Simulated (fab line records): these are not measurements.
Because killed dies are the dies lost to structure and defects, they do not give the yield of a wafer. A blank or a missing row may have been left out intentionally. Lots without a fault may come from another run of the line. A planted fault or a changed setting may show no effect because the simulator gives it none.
Matching of chambers    flow nand_harc    NHARC_A_STAIRCASE_CMP_472 on cmp-01 has 4 sister chambers
The step polishes SiO2. 8 wafers are shown with their chamber, then 11 later ones without.

== WAFERS WITH THEIR CHAMBER ==
wafer   chamber  motor_current_A (A)
L083.6  3        14.6
L085.2  0        13.4
L085.5  2        13.1
L085.6  3        13.8
L086.1  0        13.5
L086.2  1        15.0
L086.6  1        15.3
L088.2  2        13.3

== WAFERS WITHOUT THEIR CHAMBER ==
wafer   motor_current_A (A)
L088.3  13.7
L088.6  13.1
L093.1  13.0
L093.2  14.8
L093.5  13.1
L094.2  13.0
L094.5  13.8
L094.6  14.1
L097.3  15.7
L097.4  13.9
L097.5  14.3

== THE CHAMBER EACH PASSED THROUGH ==
wafer   from the rows above           in truth
L088.3  can't be placed: 0 or 2 or 3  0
L088.6  can't be placed: 2 or 0       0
L093.1  can't be placed: 2 or 0       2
L093.2  can't be placed: 1 or 3       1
L093.5  can't be placed: 2 or 0       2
L094.2  can't be placed: 2 or 0       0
L094.5  can't be placed: 0 or 3 or 2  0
L094.6  can't be placed: 3 or 0       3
L097.3  1                             1
L097.4  can't be placed: 3 or 0 or 2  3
L097.5  3                             3
Correct placement for 2 of the 11. Can't be placed from these rows: 9 (the true chamber is among the candidates in 9). Placed wrongly: 0.
How it was worked out, from the rows above alone: a wafer's distance from a chamber is the root of the sum, over the readings, of the square of ((its reading less the chamber's mean) divided by the reading's scatter). If the next closest chamber is less than 2 further off than the closest, the wafer can't be placed; otherwise it belongs to the closest. For every chamber, the mean is computed from those of its wafers that are shown. How the scatter is found: for the shown wafers, subtract from each reading the mean of its chamber, square and add these, divide the total by (wafers less chambers), then take the root.
